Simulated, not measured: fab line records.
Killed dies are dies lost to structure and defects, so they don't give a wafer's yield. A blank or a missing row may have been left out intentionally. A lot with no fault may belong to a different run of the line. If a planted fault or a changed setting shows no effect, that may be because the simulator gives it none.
Matching of chambers || flow n5_finfet || N5_BEOL_M2_ALD_84 on ald_metal-04 has 4 sister chambers
The step deposits TaN, pulse time 2 s, purge time 3 s, co reactant purge time 2 s. 8 wafers are shown with their chamber, then 11 later ones without.

== WAFERS WITH THEIR CHAMBER ==
{"wafer": "L082.3", "chamber": 3, "heater_power_w (W)": 355}
{"wafer": "L082.4", "chamber": 0, "heater_power_w (W)": 444}
{"wafer": "L083.2", "chamber": 0, "heater_power_w (W)": 444}
{"wafer": "L083.4", "chamber": 2, "heater_power_w (W)": 346}
{"wafer": "L095.2", "chamber": 3, "heater_power_w (W)": 357}
{"wafer": "L095.5", "chamber": 2, "heater_power_w (W)": 338}
{"wafer": "L095.6", "chamber": 1, "heater_power_w (W)": 447}
{"wafer": "L094.3", "chamber": 1, "heater_power_w (W)": 443}

== WAFERS WHOSE CHAMBER IS MISSING ==
{"wafer": "L094.4", "heater_power_w (W)": 352}
{"wafer": "L094.5", "heater_power_w (W)": 358}
{"wafer": "L090.1", "heater_power_w (W)": 449}
{"wafer": "L090.3", "heater_power_w (W)": 344}
{"wafer": "L090.6", "heater_power_w (W)": 365}
{"wafer": "L092.2", "heater_power_w (W)": 459}
{"wafer": "L092.4", "heater_power_w (W)": 354}
{"wafer": "L092.6", "heater_power_w (W)": 344}
{"wafer": "L097.1", "heater_power_w (W)": 438}
{"wafer": "L097.3", "heater_power_w (W)": 346}
{"wafer": "L097.6", "heater_power_w (W)": 443}

== WHICH CHAMBER EACH WENT THROUGH ==
{"wafer": "L094.4", "from the rows above": "can't be placed: 3 or 2", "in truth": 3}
{"wafer": "L094.5", "from the rows above": 3, "in truth": 3}
{"wafer": "L090.1", "from the rows above": "can't be placed: 1 or 0", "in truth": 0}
{"wafer": "L090.3", "from the rows above": 2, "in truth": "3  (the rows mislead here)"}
{"wafer": "L090.6", "from the rows above": 3, "in truth": 3}
{"wafer": "L092.2", "from the rows above": "can't be placed: 1 or 0", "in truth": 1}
{"wafer": "L092.4", "from the rows above": 3, "in truth": 3}
{"wafer": "L092.6", "from the rows above": 2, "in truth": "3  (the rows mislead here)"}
{"wafer": "L097.1", "from the rows above": "can't be placed: 0 or 1", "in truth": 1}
{"wafer": "L097.3", "from the rows above": "can't be placed: 2 or 3", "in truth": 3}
{"wafer": "L097.6", "from the rows above": "can't be placed: 0 or 1", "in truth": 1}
Placed correctly: 3 of 11. Can't be placed from these rows: 6 (the true chamber is among the candidates in 6). Wrongly placed: 2.
How it was worked out, from the rows above alone: a wafer's distance from a chamber is the root of the sum, over the readings, of the square of ((its reading less the chamber's mean) divided by the reading's scatter). The wafer belongs to the nearest chamber; if the next one is less than 2 further off, it can't be placed. Each chamber's mean is taken over the wafers shown for it. The scatter: take each reading less its chamber's mean, square it, sum over the shown wafers, divide by the number of wafers less the number of chambers, and take the root.
